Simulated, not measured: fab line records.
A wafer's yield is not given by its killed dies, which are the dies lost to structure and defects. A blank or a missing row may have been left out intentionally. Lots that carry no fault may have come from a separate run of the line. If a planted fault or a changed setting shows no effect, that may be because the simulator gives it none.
Chamber matching || flow nand harc || cmp-03 running NHARC_A_CHANNEL_FILL_D2_CMP_10: 4 sister chambers
The step polishes, target thk 150 nm. 8 wafers are shown with their chamber, then 7 later ones without.

EACH WAFER AND ITS CHAMBER
{"wafer": "L076.6", "chamber": 1, "motor current A (A)": 11.2, "time to endpoint s (s)": 18}
{"wafer": "L083.1", "chamber": 3, "motor current A (A)": 13.3, "time to endpoint s (s)": 17}
{"wafer": "L083.2", "chamber": 2, "motor current A (A)": 11.9, "time to endpoint s (s)": 16}
{"wafer": "L084.1", "chamber": 3, "motor current A (A)": 13.4, "time to endpoint s (s)": 18}
{"wafer": "L084.3", "chamber": 0, "motor current A (A)": 12.7, "time to endpoint s (s)": 11}
{"wafer": "L084.5", "chamber": 2, "motor current A (A)": 11.5, "time to endpoint s (s)": 16}
{"wafer": "L087.1", "chamber": 0, "motor current A (A)": 13.2, "time to endpoint s (s)": 13}
{"wafer": "L087.2", "chamber": 1, "motor current A (A)": 10.9, "time to endpoint s (s)": 16}

WAFERS WITHOUT THEIR CHAMBER
{"wafer": "L087.6", "motor current A (A)": 11.0, "time to endpoint s (s)": 18}
{"wafer": "L095.1", "motor current A (A)": 13.2, "time to endpoint s (s)": 18}
{"wafer": "L095.2", "motor current A (A)": 10.7, "time to endpoint s (s)": 19}
{"wafer": "L095.5", "motor current A (A)": 10.3, "time to endpoint s (s)": 19}
{"wafer": "L097.1", "motor current A (A)": 11.5, "time to endpoint s (s)": 21}
{"wafer": "L097.2", "motor current A (A)": 10.8, "time to endpoint s (s)": 19}
{"wafer": "L097.3", "motor current A (A)": 12.7, "time to endpoint s (s)": 15}

EACH ONE'S CHAMBER
{"wafer": "L087.6", "from the rows above": 1, "in truth": 1}
{"wafer": "L095.1", "from the rows above": 3, "in truth": 3}
{"wafer": "L095.2", "from the rows above": 1, "in truth": 1}
{"wafer": "L095.5", "from the rows above": 1, "in truth": 1}
{"wafer": "L097.1", "from the rows above": "can't be placed: 1 or 2", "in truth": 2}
{"wafer": "L097.2", "from the rows above": 1, "in truth": 1}
{"wafer": "L097.3", "from the rows above": "can't be placed: 0 or 3 or 2", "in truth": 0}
Placed correctly: 5 of 7. Cannot be placed on the basis of these rows: 2; the candidates contain the true chamber in 2. Wrongly placed: 0.
How it was worked out, from the rows above alone: a wafer's distance from a chamber is the root of the sum, over the readings, of the square of ((its reading less the chamber's mean) divided by the reading's scatter). If the next closest chamber is less than 2 further off than the closest, the wafer can't be placed; otherwise it belongs to the closest. For every chamber, the mean is computed from those of its wafers that are shown. The scatter is the square root of a quotient: the sum, over the shown wafers, of each reading's squared deviation from its chamber's mean, divided by wafers minus chambers.
